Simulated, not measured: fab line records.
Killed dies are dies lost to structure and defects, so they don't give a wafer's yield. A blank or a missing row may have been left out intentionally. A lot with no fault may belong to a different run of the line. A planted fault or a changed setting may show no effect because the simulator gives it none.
The tool behind it: which one? | flow nand-harc | 24 lots, 72 wafers sampled, at 4 steps of a route of 1302

== WHAT THE GAUGES SHOWED, per wafer ==
NHARC_P_M0_THK_MEAS_24: measures by xrf. Usual: thk-nm reads 117.8 nm (standard deviation 1.5).
lot  | measured     | on            | thk-nm (nm)       | flag
L074 | day 6 06:44  | film-metro-02 | 119.5 118.5 120.1 |
L075 | day 6 09:46  | film-metro-02 | 115.4 117.9 115.5 |
L076 | day 6 20:16  | film-metro-01 | 118.5 118.1 118.1 |
L077 | day 7 14:19  | film-metro-01 | 119.3 119.0 117.6 |
L078 | day 7 19:26  | film-metro-02 | 117.3 115.4 117.2 |
L079 | day 8 00:34  | film-metro-02 | 117.4 118.0 118.1 |
L080 | day 8 16:52  | film-metro-01 | 115.9 116.4 119.5 |
L081 | day 9 03:14  | film-metro-01 | 120.1 116.6 119.0 |
L082 | day 9 15:46  | film-metro-02 | 119.2 118.2 116.8 |
L083 | day 9 21:33  | film-metro-01 | 116.2 118.0 118.4 |
L084 | day 10 10:10 | film-metro-02 | 116.0 116.6 118.3 |
L085 | day 11 03:23 | film-metro-02 | 117.9 114.6 117.1 |
L086 | day 11 06:27 | film-metro-01 | 116.4 117.7 119.8 |
L087 | day 11 13:18 | film-metro-02 | 120.4 116.5 117.9 |
L088 | day 12 06:21 | film-metro-02 | 120.0 116.3 119.1 |
L089 | day 12 06:53 | film-metro-01 | 116.7 117.5 119.9 |
L090 | day 13 02:01 | film-metro-02 | 113.7 116.2 115.6 |
L091 | day 13 05:20 | film-metro-02 | 118.2 117.2 118.3 |
L092 | day 13 13:59 | film-metro-02 | 116.5 117.5 116.0 |
L093 | day 14 03:25 | film-metro-02 | 116.9 118.9 117.7 |
L094 | day 14 20:49 | film-metro-01 | 113.9 118.9 118.7 |
L095 | day 15 08:39 | film-metro-01 | 117.0 119.0 119.1 |
L096 | day 15 11:23 | film-metro-01 | 116.4 118.4 119.1 |
L097 | day 15 18:31 | film-metro-01 | 116.6 120.3 119.9 |

== EACH LOT AND THE TOOL THAT RAN IT (in order: tool; ch and the chambers of the sampled wafers; start) ==
lot  | NHARC_P_STI_ETCH_15              | NHARC_P_GATE_DESCUM_93             | NHARC_P_CONTACT_DEGAS_38
L074 | rie-si-05 ch 1,2,3, day 2 21:40  | rie-diel-03 ch 1,2, day 5 19:32    | pvd-sputter-02, day 6 01:49
L075 | rie-si-05 ch 0,2,3, day 3 06:17  | rie-diel-11 ch 0,1,2, day 5 22:35  | pvd-sputter-03, day 6 04:52
L076 | rie-si-04 ch 1,2,3, day 3 16:06  | rie-diel-03 ch 1,2,3, day 6 08:55  | pvd-sputter-03, day 6 15:11
L077 | rie-si-04 ch 1,2,3, day 4 02:37  | rie-diel-11 ch 2,3, day 7 03:05    | pvd-sputter-02, day 7 09:22
L078 | rie-si-06 ch 2,3, day 4 12:34    | rie-diel-03 ch 1,2, day 7 08:04    | pvd-sputter-02, day 7 14:21
L079 | rie-si-04 ch 0,1,3, day 4 21:26  | rie-diel-03 ch 0,2, day 7 13:02    | pvd-sputter-02, day 7 19:26
L080 | rie-si-06 ch 1,3, day 5 10:56    | rie-diel-07 ch 0,2, day 8 04:47    | pvd-sputter-01, day 8 11:32
L081 | rie-si-06 ch 1,2, day 5 18:13    | rie-diel-03 ch 0,1,2, day 8 15:39  | pvd-sputter-02, day 8 21:56
L082 | rie-si-06 ch 0,1,3, day 6 05:25  | rie-diel-03 ch 0,1, day 9 04:43    | pvd-sputter-03, day 9 10:53
L083 | rie-si-04 ch 0,2,3, day 6 15:56  | rie-diel-07 ch 0,1,2, day 9 10:22  | pvd-sputter-01, day 9 16:31
L084 | rie-si-06 ch 0,1, day 7 00:05    | rie-diel-07 ch 1,3, day 9 22:32    | pvd-sputter-01, day 10 04:59
L085 | rie-si-06 ch 0,1,2, day 7 14:08  | rie-diel-11 ch 1,2,3, day 10 15:44 | pvd-sputter-01, day 10 22:28
L086 | rie-si-05 ch 2,3, day 7 22:17    | rie-diel-07 ch 1,2,3, day 10 19:18 | pvd-sputter-02, day 11 01:37
L087 | rie-si-04 ch 0,1,2, day 8 07:26  | rie-diel-07 ch 0,2, day 11 01:59   | pvd-sputter-03, day 11 08:17
L088 | rie-si-04 ch 1,3, day 8 17:58    | rie-diel-03 ch 1,2,3, day 11 19:13 | pvd-sputter-01, day 12 01:26
L089 | rie-si-06 ch 2,3, day 9 03:20    | rie-diel-03 ch 2,3, day 11 19:33   | pvd-sputter-02, day 12 01:58
L090 | rie-si-05 ch 1,2, day 9 15:25    | rie-diel-11 ch 2,3, day 12 14:29   | pvd-sputter-01, day 12 20:59
L091 | rie-si-05 ch 0,1, day 9 23:59    | rie-diel-07 ch 0,2,3, day 12 18:14 | pvd-sputter-03, day 13 00:24
L092 | rie-si-05 ch 0,2,3, day 10 07:43 | rie-diel-07 ch 0,1,2, day 13 02:49 | pvd-sputter-01, day 13 08:59
L093 | rie-si-05 ch 1,2,3, day 10 21:29 | rie-diel-03 ch 0,1,2, day 13 16:01 | pvd-sputter-03, day 13 22:32
L094 | rie-si-04 ch 0,2,3, day 11 03:31 | rie-diel-07 ch 0,2,3, day 14 08:19 | pvd-sputter-01, day 14 14:37
L095 | rie-si-04 ch 0,1, day 11 17:29   | rie-diel-07 ch 0,1,3, day 14 20:48 | pvd-sputter-03, day 15 03:43
L096 | rie-si-04 ch 0,2,3, day 12 00:58 | rie-diel-11 ch 1,2,3, day 14 23:46 | pvd-sputter-02, day 15 06:27
L097 | rie-si-04 ch 0,1, day 12 10:46   | rie-diel-11 ch 1,2,3, day 15 07:25 | pvd-sputter-02, day 15 13:41
- NHARC_P_STI_ETCH_15: etches the open film in HBr/Cl2, target depth 300 nm, time 100.1 s.
- NHARC_P_GATE_DESCUM_93: chemistry O2, time 3 s.
- NHARC_P_CONTACT_DEGAS_38: time 60 s.

== AS READ BY THE TOOLS THEMSELVES (means over the sampled wafers that have a number; for cases with no such wafer, the mark the record gives instead) ==
NHARC_P_STI_ETCH_15. Usual: drypump-motor-current-A 5.6 A, standard deviation 0.42; oes-product-au 1.008 a.u., standard deviation 0.011; throttle-valve-pct 26.406 %, standard deviation 0.0089.
lot  | tool      | drypump-motor-current-A (A) | oes-product-au (a.u.) | throttle-valve-pct (%) | flag
L074 | rie-si-05 | 5.8                         | 1.002                 | 26.406                 |
L075 | rie-si-05 | 6.1                         | 1.002                 | 26.405                 |
L076 | rie-si-04 | 5.4                         | 1.010                 | 26.404                 |
L077 | rie-si-04 | 5.4                         | 1.009                 | 26.408                 |
L078 | rie-si-06 | 5.4                         | 0.996                 | 26.406                 |
L079 | rie-si-04 | 5.4                         | 1.007                 | 26.402                 |
L080 | rie-si-06 | 5.5                         | 1.001                 | 26.407                 |
L081 | rie-si-06 | 5.4                         | 1.003                 | 26.412                 |
L082 | rie-si-06 | 5.6                         | 1.004                 | 26.411                 |
L083 | rie-si-04 | 5.6                         | 1.010                 | 26.398                 |
L084 | rie-si-06 | 5.6                         | 1.023                 | 26.400                 |
L085 | rie-si-06 | 5.5                         | 1.000                 | 26.399                 |
L086 | rie-si-05 | 6.4                         | 0.996                 | 26.408                 |
L087 | rie-si-04 | 5.7                         | 1.015                 | 26.407                 |
L088 | rie-si-04 | 5.1                         | 1.009                 | 26.402                 |
L089 | rie-si-06 | 5.4                         | 0.995                 | 26.403                 |
L090 | rie-si-05 | 5.7                         | 1.004                 | 26.413                 |
L091 | rie-si-05 | 5.4                         | 1.007                 | 26.410                 |
L092 | rie-si-05 | 6.1                         | 1.009                 | 26.405                 |
L093 | rie-si-05 | 5.9                         | 1.009                 | 26.401                 |
L094 | rie-si-04 | 5.6                         | 1.014                 | 26.406                 |
L095 | rie-si-04 | 5.5                         | 1.009                 | 26.412                 |
L096 | rie-si-04 | 5.6                         | 1.016                 | 26.401                 |
L097 | rie-si-04 | 5.7                         | 1.013                 | 26.415                 |

NHARC_P_GATE_DESCUM_93. Usual: drypump-motor-current-A 5.9 A, standard deviation 0.33; oes-product-au 1.003 a.u., standard deviation 0.01; rf-vpp-V 57.9 V, standard deviation 0.84; showerhead-plenum-p-Torr 1.93 Torr, standard deviation 0.071; throttle-valve-pct 11.310 %, standard deviation 0.0085.
lot  | tool        | drypump-motor-current-A (A) | oes-product-au (a.u.) | rf-vpp-V (V) | showerhead-plenum-p-Torr (Torr) | throttle-valve-pct (%) | flag
L074 | rie-diel-03 | 5.8                         | 1.011                 | 58.5         | 1.96                            | 11.306                 |
L075 | rie-diel-11 | 5.9                         | 1.016                 | 58.0         | 1.94                            | 11.304                 |
L076 | rie-diel-03 | 5.8                         | 0.994                 | 58.6         | 1.97                            | 11.300                 |
L077 | rie-diel-11 | 6.1                         | 1.005                 | 59.0         | 2.05                            | 11.316                 |
L078 | rie-diel-03 | 5.7                         | 1.001                 | 57.3         | 1.96                            | 11.311                 |
L079 | rie-diel-03 | 5.8                         | 1.013                 | 57.8         | 1.90                            | 11.312                 |
L080 | rie-diel-07 | 6.0                         | 0.993                 | 57.8         | 1.90                            | 11.316                 |
L081 | rie-diel-03 | 5.7                         | 1.001                 | 58.2         | 1.92                            | 11.304                 |
L082 | rie-diel-03 | 5.8                         | 0.992                 | 58.4         | 1.89                            | 11.311                 |
L083 | rie-diel-07 | 6.2                         | 0.997                 | 58.5         | 1.90                            | 11.303                 |
L084 | rie-diel-07 | 6.2                         | 0.996                 | 57.3         | 1.86                            | 11.314                 |
L085 | rie-diel-11 | 6.0                         | 1.012                 | 57.8         | 1.99                            | 11.313                 |
L086 | rie-diel-07 | 6.2                         | 0.993                 | 57.8         | 1.90                            | 11.312                 |
L087 | rie-diel-07 | 6.2                         | 0.996                 | 57.0         | 1.94                            | 11.319                 |
L088 | rie-diel-03 | 5.8                         | 1.003                 | 57.1         | 1.97                            | 11.310                 |
L089 | rie-diel-03 | 5.9                         | 1.004                 | 58.2         | 2.00                            | 11.301                 |
L090 | rie-diel-11 | 5.8                         | 1.005                 | 58.6         | 2.06                            | 11.311                 |
L091 | rie-diel-07 | 6.0                         | 0.999                 | 58.1         | 1.90                            | 11.311                 |
L092 | rie-diel-07 | 6.2                         | 0.991                 | 57.6         | 1.90                            | 11.296                 |
L093 | rie-diel-03 | 5.8                         | 1.002                 | 58.0         | 1.92                            | 11.308                 |
L094 | rie-diel-07 | 6.0                         | 1.006                 | 57.3         | 1.90                            | 11.319                 |
L095 | rie-diel-07 | 6.0                         | 1.011                 | 57.8         | 1.86                            | 11.309                 |
L096 | rie-diel-11 | 6.0                         | 0.996                 | 58.4         | 1.99                            | 11.309                 |
L097 | rie-diel-11 | 6.0                         | 1.009                 | 58.7         | 1.99                            | 11.310                 |

NHARC_P_CONTACT_DEGAS_38. Usual: heater-power-w reads 471 W (standard deviation 49).
lot  | tool           | heater-power-w (W) | flag
L074 | pvd-sputter-02 | 471                |
L075 | pvd-sputter-03 | 478                |
L076 | pvd-sputter-03 | 524                |
L077 | pvd-sputter-02 | 454                |
L078 | pvd-sputter-02 | 448                |
L079 | pvd-sputter-02 | 430                |
L080 | pvd-sputter-01 | 498                |
L081 | pvd-sputter-02 | 432                |
L082 | pvd-sputter-03 | 445                |
L083 | pvd-sputter-01 | 459                |
L084 | pvd-sputter-01 | 421                |
L085 | pvd-sputter-01 | 491                |
L086 | pvd-sputter-02 | 456                |
L087 | pvd-sputter-03 | 486                |
L088 | pvd-sputter-01 | 485                |
L089 | pvd-sputter-02 | 438                |
L090 | pvd-sputter-01 | 486                |
L091 | pvd-sputter-03 | 428                |
L092 | pvd-sputter-01 | 512                |
L093 | pvd-sputter-03 | 504                |
L094 | pvd-sputter-01 | 498                |
L095 | pvd-sputter-03 | 483                |
L096 | pvd-sputter-02 | 455                |
L097 | pvd-sputter-02 | 441                |

== THE ANSWER, worked out from the rows above alone ==
Rule: a lot counts as off when the mean over its wafers that have a number is more than 3 standard deviations away from the usual mean. A lot without any number at a reading at which 4 lots or more have one is off too. The other lots that the step has rows for count as sound. Order of review: gauges by route order, followed by the tools' own readings, for which a lot's mean as printed above is used. At the first step where some lot is off, the reading lying furthest off is the one used; lots without a number count as furthest.
No lot is off on any of the readings shown, so nothing can be concluded from this.

== WHAT THE SIMULATOR PUT IN ==
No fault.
